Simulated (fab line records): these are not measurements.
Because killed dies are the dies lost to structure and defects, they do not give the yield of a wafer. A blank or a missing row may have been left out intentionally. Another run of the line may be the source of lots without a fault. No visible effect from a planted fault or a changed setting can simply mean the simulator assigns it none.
Matching of chambers -- flow n5 finfet -- N5_BEOL_M13_CMP_49 on cmp-01: 4 sister chambers
The step polishes, stops on SiOC, t overpolish 17.1 s, target thk 420 nm. 4 wafers are shown with their chamber, then 12 later ones without.

== EACH WAFER AND ITS CHAMBER ==
wafer,chamber,motor current A (A)
L088.6,0,7.2
L091.1,2,6.8
L091.2,1,6.9
L091.4,3,6.5

== WAFERS WITH NO CHAMBER GIVEN ==
wafer,motor current A (A)
L089.3,6.5
L089.4,7.2
L089.5,6.5
L093.3,6.7
L093.4,7.4
L093.5,7.1
L092.2,6.8
L092.3,6.4
L092.4,8.0
L095.4,6.7
L095.5,6.6
L095.6,6.4

== EACH ONE'S CHAMBER ==
wafer,from the rows above,in truth
L089.3,can't be placed: 3 or 2 or 1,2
L089.4,can't be placed: 0 or 1 or 2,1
L089.5,can't be placed: 3 or 2 or 1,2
L093.3,can't be placed: 2 or 1 or 3 or 0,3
L093.4,can't be placed: 0 or 1 or 2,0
L093.5,can't be placed: 0 or 1 or 2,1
L092.2,can't be placed: 2 or 1 or 3 or 0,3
L092.3,can't be placed: 3 or 2 or 1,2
L092.4,can't be placed: 0 or 1 or 2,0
L095.4,can't be placed: 2 or 1 or 3 or 0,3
L095.5,can't be placed: 3 or 2 or 1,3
L095.6,can't be placed: 3 or 2 or 1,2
Correctly placed: 0 of 12. From these rows, 12 cannot be placed; in 12 the true chamber is one of the candidates. Number placed wrongly: 0.
How it was worked out, from the rows above alone: a wafer's distance from a chamber is the root of the sum, over the readings, of the square of ((its reading less the chamber's mean) divided by the reading's scatter). If the next closest chamber is less than 2 further off than the closest, the wafer can't be placed; otherwise it belongs to the closest. A chamber's mean is the mean of its shown wafers. The scatter (one wafer shown for each chamber): square how far every hidden wafer sits from the nearest shown wafer, average those squares and take the square root.
